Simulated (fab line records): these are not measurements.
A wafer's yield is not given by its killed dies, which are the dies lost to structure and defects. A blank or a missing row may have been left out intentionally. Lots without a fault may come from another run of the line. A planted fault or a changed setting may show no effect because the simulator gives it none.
fab line records    flow nand-harc    part 1 of 2: steps 1 to 3 of 6
record lots=19  wafers=57  last-day=34
route steps=1302 shown P_M0@284 P_M2@332 P_BONDPAD@369
lots that met no fault: from a run of the same line without faults
start-h: hours from the record's first day to the start of the lot's first wafer shown    wait-h: time in hours since the lot's previous step    " repeats the value in the row above    L1.1+2: several wafers, shown together as one row    - no value, or no start given    * or withheld: withheld    < > ~ a bound
route shown NAME@n: NAME is a module with steps in the file, n the number in the route of the first one    usual: mean/standard deviation taken from wafers without a fault    same: alike in all rows    chamber/n: place in a boat    sites: readings site by site    _std_site: standard deviation of those values    _edge_site: inner sites' mean taken away from outer sites' mean    radius-mm: how far each site lies from the wafer's centre    mask NAME#n: copy n    behind: the most recent tool/chamber to have shaped the wafer    hold: why the lot went on hold/how many hours it stayed there/how the hold came to an end    device: which transistor (n, p or np) failed to switch    end of line: at the end of the route, the tests of the same wafers    a step without rows: its recipe alone    killed: count of dies lost to structure and defects at first sort (not the wafer's yield)    map: dies across one wafer; x = killed, . = not, _ = none there
set.NAME: the run value of the setting; set.NAME@STEP: its run value at that earlier step    model.NAME: the simulator's own value behind a step, which no gauge read
steps of the route over a sample of lots; a table a step, a row a wafer
services: the hour from which a tool's chamber was out of use, counted from the record's first day as start-h (under 0 if before that day), plus the number of hours and why
## steps
# step NHARC_P_M0_DEP_32
# recipe target-thk-a=300  temp-c=370  target-thk-nm=30  pressure-torr=3  flow-sccm=200  rf-w=450  material=SiCN
# usual heater-power-w=625/110  rf-fwd-power-W=448.7/1.4
lot.wafer  tool      chamber  start-h  wait-h  heater-power-w  rf-fwd-power-W
L074.3     pecvd-02  0        122.48   0.1     556             447.3
L074.6     "         0        "        "       561             447.4
L074.5     "         1        "        "       629             447.5
L075.2     pecvd-03  0        136.19   0.1     529             450.1
L075.1     "         1        "        "       589             447.3
L075.5     "         1        "        "       598             449.7
L076.2     pecvd-01  0        143.52   0.1     599             450.1
L076.5     "         2        "        "       597             448.5
L076.6     "         0        "        "       575             449.6
L077.2     pecvd-01  1        154.30   0.1     784             448.1
L077.3     "         0        "        "       519             451.5
L077.5     "         1        "        "       755             449.4
L078.1     pecvd-02  0        166.42   0.1     645             450.0
L078.6     "         1        "        "       646             453.3
L078.5     "         2        "        "       739             447.6
L079.1     pecvd-01  2        178.49   0.1     594             448.6
L079.5     "         1        "        "       726             447.6
L079.6     "         2        "        "       598             445.5
L080.2     pecvd-01  0        192.00   0.1     503             449.6
L080.3     "         1        "        "       792             449.2
L080.5     "         0        "        "       512             447.5
L081.2     pecvd-01  2        192.85   0.1     516             447.2
L081.3     "         0        "        "       558             450.0
L081.4     "         1        "        "       801             447.6
L082.1     pecvd-03  2        204.64   0.1     466             447.6
L082.2     "         1        "        "       654             447.3
L082.4     "         0        "        "       492             450.8
L084.2     pecvd-02  0        222.67   0.1     642             449.4
L084.1     "         1        "        "       601             449.9
L084.6     "         2        "        "       650             451.9
L085.2     pecvd-01  1        237.37   0.1     796             447.7
L085.3     "         2        "        "       567             449.8
L085.6     "         0        "        "       564             447.6
L087.1     pecvd-01  0        258.37   0.1     572             446.9
L087.3     "         1        "        "       813             448.7
L087.6     "         0        "        "       567             448.9
L090.2     pecvd-01  1        287.01   0.1     769             448.2
L090.6     "         0        "        "       555             449.4
L090.5     "         1        "        "       782             449.2
L091.2     pecvd-01  2        291.29   0.1     614             447.2
L091.4     "         0        "        "       538             450.1
L091.6     "         1        "        "       784             449.0
L092.2     pecvd-02  2        304.12   0.1     802             449.5
L092.1     "         0        "        "       660             448.3
L092.4     "         1        "        "       690             449.7
L093.1     pecvd-02  1        317.12   0.1     665             448.3
L093.6     "         0        "        "       680             448.0
L093.4     "         2        "        "       783             447.5
L095.2     pecvd-03  2        328.89   0.1     457             450.6
L095.6     "         1        "        "       649             450.4
L095.5     "         2        "        "       456             449.7
L096.1     pecvd-02  2        342.28   0.1     738             449.6
L096.3     "         0        "        "       700             448.7
L096.4     "         2        "        "       731             449.9
L097.1     pecvd-01  0        350.11   0.1     500             448.8
L097.2     "         1        "        "       711             448.2
L097.5     "         2        "        "       523             449.2
# step NHARC_P_M2_ETCH_35
# recipe target-depth-a=400  overetch-a=120  time-s=43.94  ion-energy-ev=200  n2-flow-sccm=150  h2-flow-sccm=150  ar-flow-sccm=0  rf-w=400  bias-w=150  chemistry=N2/H2
# usual drypump-motor-current-A=6.1/0.54  h2-flow-sccm=150.0/0.42  n2-flow-sccm=150.0/0.41  oes-product-au=1.000/0.0084  rf-fwd-power-W=395.1/2.5  rf-vpp-V=430.8/2.3  showerhead-plenum-p-Torr=2.05/0.077  throttle-valve-pct=14.172/0.0091
lot.wafer  tool         chamber  start-h  wait-h  drypump-motor-current-A  h2-flow-sccm  n2-flow-sccm  oes-product-au  rf-fwd-power-W  rf-hours-counter-h  rf-vpp-V  showerhead-plenum-p-Torr  throttle-valve-pct
L074.3     rie-diel-11  1        128.19   0.1     5.9                      149.7         149.5         0.993           395.3           1.6                 428.1     1.94                      14.180
L074.5     "            0        "        "       6.6                      150.5         149.6         0.999           389.7           -                   434.5     2.19                      14.190
L074.6     "            1        "        "       5.9                      150.0         149.7         0.992           394.8           -                   428.9     1.94                      14.165
L075.2     rie-diel-12  2        141.87   0.1     4.7                      150.4         149.7         1.002           393.5           1.8                 432.9     2.12                      14.175
L075.1     "            0        "        "       5.6                      149.9         150.4         1.011           395.1           1.2                 433.4     2.19                      14.164
L075.5     "            2        "        "       4.6                      150.6         150.0         1.001           394.6           -                   432.9     2.12                      14.165
L076.2     rie-diel-11  1        149.17   0.1     5.9                      150.1         151.1         0.992           397.5           3.0                 427.1     1.94                      14.174
L076.5     "            2        "        "       5.5                      149.1         149.9         1.002           397.4           -                   429.5     2.00                      14.165
L076.6     "            3        "        "       6.5                      150.0         149.9         1.004           396.4           -                   432.0     2.05                      14.173
L077.3     rie-diel-11  0        160.12   0.1     6.7                      150.7         150.4         0.997           390.3           3.1                 435.0     2.19                      14.182
L077.2     "            1        "        "       5.8                      149.9         150.6         0.986           397.1           3.1                 426.4     1.94                      14.181
L077.5     "            3        "        "       6.4                      149.4         151.0         1.020           397.3           -                   430.0     2.05                      14.169
L078.1     rie-diel-11  0        171.88   0.1     6.6                      149.9         149.9         1.001           390.7           3.7                 435.7     2.19                      14.194
L078.5     "            1        "        "       5.9                      150.0         150.9         0.996           395.2           -                   428.2     1.94                      14.171
L078.6     "            2        "        "       5.4                      149.1         150.5         1.005           400.7           -                   429.1     2.00                      14.161
L079.1     rie-diel-10  2        184.42   0.1     6.1                      149.7         150.0         0.990           398.5           6.4                 429.7     2.01                      14.161
L079.6     "            3        "        "       6.2                      150.1         149.0         0.996           397.1           -                   430.6     2.10                      14.193
L079.5     "            0        "        "       6.7                      149.6         149.8         1.016           396.4           -                   431.6     2.07                      14.182
L080.2     rie-diel-11  3        197.57   0.1     6.4                      150.2         149.9         1.015           396.2           5.5                 431.2     2.05                      14.166
L080.3     "            1        "        "       5.9                      149.9         150.6         0.995           396.6           4.7                 428.2     1.94                      14.174
L080.5     "            3        "        "       6.4                      149.6         149.6         1.010           392.5           -                   429.7     2.05                      14.171
L081.2     rie-diel-11  2        198.49   0.1     5.5                      150.0         150.0         1.015           397.5           5.5                 428.7     2.00                      14.165
L081.4     "            0        "        "       6.6                      150.1         149.7         1.009           392.3           4.8                 434.8     2.19                      14.166
L081.3     "            1        "        "       5.9                      149.1         150.3         0.991           396.9           4.8                 427.1     1.94                      14.154
L082.4     rie-diel-11  0        210.28   0.1     6.6                      150.0         149.8         0.998           393.1           5.4                 433.3     2.19                      14.179
L082.2     "            1        "        "       5.9                      149.9         150.6         0.996           395.6           5.3                 426.3     1.94                      14.166
L082.1     "            2        "        "       5.5                      149.1         149.7         1.000           397.6           5.8                 431.3     2.00                      14.174
L084.1     rie-diel-11  2        228.38   0.1     5.5                      149.9         149.7         1.009           397.9           6.4                 429.8     2.00                      14.182
L084.2     "            3        "        "       6.4                      149.9         150.6         1.000           393.2           6.4                 430.7     2.05                      14.193
L084.6     "            0        "        "       6.7                      150.4         150.3         1.007           390.9           -                   435.0     2.19                      14.172
L085.2     rie-diel-12  3        243.29   0.1     5.1                      150.1         150.1         0.990           394.0           11.4                428.9     2.02                      14.170
L085.3     "            1        "        "       5.9                      149.9         150.0         0.991           395.9           8.7                 430.1     2.05                      14.180
L085.6     "            3        "        "       5.1                      150.0         150.4         1.008           393.4           -                   430.2     2.02                      14.175
L087.3     rie-diel-12  1        264.04   0.1     5.9                      149.7         149.4         0.998           396.3           9.4                 430.7     2.05                      14.150
L087.1     "            2        "        "       4.6                      150.5         149.8         1.000           393.2           12.8                433.0     2.11                      14.167
L087.6     "            2        "        "       4.6                      150.1         150.0         1.010           393.3           -                   433.9     2.11                      14.175
L090.2     rie-diel-11  2        292.60   0.1     5.5                      150.0         149.8         0.989           399.1           0.9                 429.1     2.00                      14.182
L090.5     "            0        "        "       6.6                      149.6         149.9         1.000           389.1           -                   434.5     2.19                      14.175
L090.6     "            1        "        "       5.9                      149.5         150.5         0.993           395.2           -                   427.6     1.94                      14.167
L091.4     rie-diel-10  1        296.75   0.1     6.4                      149.7         150.9         0.996           391.5           1.6                 428.3     1.99                      14.181
L091.2     "            0        "        "       6.7                      149.2         150.6         0.986           395.8           1.3                 432.3     2.06                      14.160
L091.6     "            1        "        "       6.4                      150.0         150.5         1.004           392.4           -                   427.6     1.99                      14.180
L092.4     rie-diel-11  0        309.80   0.1     6.7                      150.3         149.7         1.016           391.0           2.9                 436.1     2.19                      14.178
L092.2     "            2        "        "       5.4                      150.5         150.6         1.003           398.6           2.3                 430.8     2.00                      14.171
L092.1     "            3        "        "       6.4                      150.0         150.1         1.006           393.9           2.4                 429.3     2.05                      14.172
L093.1     rie-diel-10  2        322.91   0.1     6.1                      149.7         150.2         0.981           398.9           3.0                 431.7     2.01                      14.173
L093.4     "            1        "        "       6.5                      150.3         149.9         1.004           389.6           2.5                 428.7     1.99                      14.182
L093.6     "            3        "        "       6.2                      149.8         150.0         1.011           395.2           -                   432.2     2.10                      14.177
L095.2     rie-diel-11  2        334.58   0.1     5.5                      150.3         149.9         0.989           396.2           4.0                 430.0     2.00                      14.192
L095.5     "            2        "        "       5.5                      150.1         149.9         0.999           397.0           -                   427.9     2.00                      14.167
L095.6     "            3        "        "       6.4                      150.2         149.4         1.002           395.5           -                   430.7     2.05                      14.180
L096.1     rie-diel-10  0        347.67   0.1     6.7                      150.6         150.2         1.002           397.4           4.7                 431.0     2.06                      14.161
L096.3     "            1        "        "       6.5                      150.3         150.0         1.007           394.0           4.2                 429.4     1.99                      14.183
L096.4     "            2        "        "       6.1                      149.9         150.0         0.977           397.1           5.1                 427.8     2.00                      14.167
L097.2     rie-diel-10  1        355.64   0.1     6.5                      150.2         150.3         1.008           390.8           4.4                 429.7     1.99                      14.160
L097.1     "            0        "        "       6.7                      150.1         149.9         0.992           397.7           4.9                 431.0     2.06                      14.155
L097.5     "            2        "        "       6.1                      149.8         150.0         0.995           396.5           -                   429.5     2.00                      14.185
# step NHARC_P_M2_STRIP_18
# recipe power-w=1000  n2-flow-sccm=150  h2-flow-sccm=150  ar-flow-sccm=0  bias-w=0  chemistry=N2/H2
# usual drypump-motor-current-A=5.9/0.64  h2-flow-sccm=150.0/0.46  n2-flow-sccm=150.0/0.46  oes-product-au=1.001/0.0094  rf-fwd-power-W=997.8/2.9  rf-vpp-V=90.9/0.94  showerhead-plenum-p-Torr=2.06/0.072  throttle-valve-pct=14.171/0.0091
lot.wafer  tool         chamber  start-h  wait-h  drypump-motor-current-A  h2-flow-sccm  n2-flow-sccm  oes-product-au  rf-fwd-power-W  rf-hours-counter-h  rf-vpp-V  showerhead-plenum-p-Torr  throttle-valve-pct
L074.3     rie-diel-10  0        128.48   0.1     6.7                      150.4         150.4         1.004           994.3           3.4                 91.3      2.07                      14.168
L074.6     "            0        "        "       6.7                      150.2         150.2         1.006           999.2           -                   91.1      2.07                      14.165
L074.5     "            1        "        "       6.5                      150.3         150.0         0.996           994.6           -                   89.5      1.99                      14.176
L075.1     rie-diel-10  1        142.17   0.1     6.5                      150.3         151.8         1.004           993.9           4.1                 89.7      1.99                      14.157
L075.2     "            3        "        "       6.2                      149.5         150.4         1.013           997.4           4.5                 91.5      2.10                      14.163
L075.5     "            1        "        "       6.4                      150.4         150.9         1.016           998.0           -                   89.4      1.99                      14.180
L076.2     rie-diel-11  0        149.50   0.1     6.7                      150.2         149.3         0.998           996.9           3.0                 91.1      2.19                      14.171
L076.6     "            2        "        "       5.5                      149.7         150.2         1.000           998.7           -                   89.8      2.00                      14.171
L076.5     "            3        "        "       6.5                      150.0         149.9         1.008           995.8           -                   90.1      2.05                      14.172
L077.2     rie-diel-11  0        160.43   0.1     6.6                      150.9         150.0         0.991           995.2           3.2                 91.8      2.19                      14.174
L077.3     "            2        "        "       5.5                      149.9         150.2         1.001           997.5           3.7                 90.4      2.00                      14.165
L077.5     "            0        "        "       6.6                      150.9         149.7         1.000           999.0           -                   91.5      2.19                      14.181
L078.1     rie-diel-10  1        172.21   0.1     6.5                      149.8         149.7         0.997           999.0           5.6                 89.7      1.99                      14.152
L078.5     "            3        "        "       6.2                      150.3         149.5         0.996           1001.2          -                   91.7      2.10                      14.172
L078.6     "            0        "        "       6.7                      150.1         149.8         1.014           998.5           -                   92.7      2.07                      14.162
L079.1     rie-diel-11  2        184.73   0.1     5.5                      150.7         150.1         1.004           997.3           4.8                 90.5      2.00                      14.174
L079.5     "            1        "        "       5.9                      150.6         150.3         1.002           994.7           -                   89.5      1.94                      14.189
L079.6     "            2        "        "       5.5                      150.7         150.7         1.013           1002.9          -                   90.3      2.00                      14.165
L080.3     rie-diel-12  2        197.86   0.1     4.6                      149.9         149.6         1.004           992.2           6.9                 91.0      2.11                      14.159
L080.2     "            0        "        "       5.5                      150.2         150.1         1.004           999.4           4.9                 91.9      2.19                      14.172
L080.5     "            2        "        "       4.6                      149.9         150.1         0.998           999.7           -                   91.7      2.11                      14.154
L081.3     rie-diel-12  2        198.81   0.1     4.6                      149.2         149.1         1.003           994.9           7.0                 91.1      2.11                      14.163
L081.4     "            3        "        "       5.1                      150.4         149.7         1.002           1000.9          6.6                 90.4      2.02                      14.171
L081.2     "            0        "        "       5.5                      149.9         149.5         1.012           995.3           4.9                 92.9      2.19                      14.165
L082.2     rie-diel-12  1        210.57   0.1     5.9                      149.5         149.5         0.988           1004.2          7.0                 90.7      2.05                      14.178
L082.1     "            2        "        "       4.6                      150.1         149.5         0.993           992.7           8.6                 91.0      2.11                      14.164
L082.4     "            3        "        "       5.2                      149.5         149.9         1.009           998.6           8.2                 90.7      2.02                      14.166
L084.1     rie-diel-12  0        228.70   0.1     5.5                      149.5         149.3         1.014           998.4           8.1                 90.9      2.19                      14.189
L084.2     "            2        "        "       4.6                      149.9         150.2         1.008           993.8           10.1                92.1      2.11                      14.175
L084.6     "            3        "        "       5.1                      150.0         149.9         1.003           996.3           -                   91.3      2.02                      14.177
L085.2     rie-diel-11  2        243.58   0.1     5.5                      150.2         150.6         1.001           1001.0          7.0                 89.9      2.00                      14.176
L085.3     "            3        "        "       6.5                      150.4         150.0         1.007           995.6           6.9                 90.8      2.05                      14.179
L085.6     "            3        "        "       6.4                      150.3         150.2         1.007           997.1           -                   89.9      2.05                      14.186
L087.3     rie-diel-10  1        264.33   0.1     6.4                      149.9         149.7         1.006           999.9           0.5                 89.9      1.99                      14.161
L087.1     "            3        "        "       6.2                      150.5         150.2         1.000           1000.5          0.3                 91.4      2.10                      14.163
L087.6     "            1        "        "       6.4                      149.8         150.4         1.014           993.4           -                   91.0      1.99                      14.170
L090.2     rie-diel-12  3        292.91   0.1     5.2                      150.2         150.0         0.996           997.5           2.4                 90.8      2.02                      14.178
L090.6     "            3        "        "       5.1                      150.2         149.5         0.991           996.2           -                   91.4      2.02                      14.179
L090.5     "            1        "        "       5.8                      149.8         149.4         1.003           1004.9          -                   90.8      2.05                      14.176
L091.4     rie-diel-12  1        297.04   0.1     5.9                      150.2         150.0         1.006           1002.2          2.5                 92.0      2.05                      14.171
L091.2     "            2        "        "       4.6                      150.6         150.7         1.018           992.8           2.5                 91.0      2.11                      14.176
L091.6     "            2        "        "       4.6                      150.0         150.6         1.013           995.4           -                   91.4      2.11                      14.177
L092.2     rie-diel-11  2        310.12   0.1     5.5                      150.3         150.1         0.999           999.8           2.4                 90.6      2.00                      14.169
L092.4     "            3        "        "       6.4                      150.2         150.9         1.010           997.0           2.5                 91.2      2.05                      14.182
L092.1     "            0        "        "       6.6                      150.2         149.3         0.990           994.9           2.9                 90.8      2.19                      14.166
L093.1     rie-diel-11  2        323.23   0.1     5.4                      149.7         150.3         0.989           996.6           2.8                 90.4      2.00                      14.160
L093.4     "            0        "        "       6.7                      149.8         150.0         0.994           998.6           3.5                 91.5      2.19                      14.179
L093.6     "            1        "        "       5.8                      149.8         150.1         0.984           999.4           -                   90.1      1.94                      14.175
L095.2     rie-diel-12  3        334.95   0.1     5.2                      149.4         149.8         0.983           998.5           4.0                 90.7      2.02                      14.159
L095.5     "            1        "        "       5.8                      150.2         150.0         1.007           998.8           -                   91.1      2.05                      14.178
L095.6     "            2        "        "       4.6                      150.6         149.8         1.016           996.7           -                   91.3      2.11                      14.167
L096.3     rie-diel-11  3        347.96   0.1     6.4                      149.3         149.9         1.004           999.6           4.6                 92.1      2.05                      14.178
L096.1     "            2        "        "       5.5                      149.5         150.5         0.994           996.3           4.4                 90.4      2.00                      14.173
L096.4     "            2        "        "       5.4                      150.1         149.6         0.995           996.6           -                   90.8      2.00                      14.151
L097.2     rie-diel-11  2        355.94   0.1     5.5                      149.6         149.9         0.998           1002.2          4.7                 90.5      2.00                      14.177
L097.1     "            1        "        "       5.9                      149.7         148.6         0.992           994.6           3.5                 89.5      1.94                      14.166
L097.5     "            1        "        "       5.8                      150.3         150.0         0.984           998.6           -                   89.2      1.94                      14.173
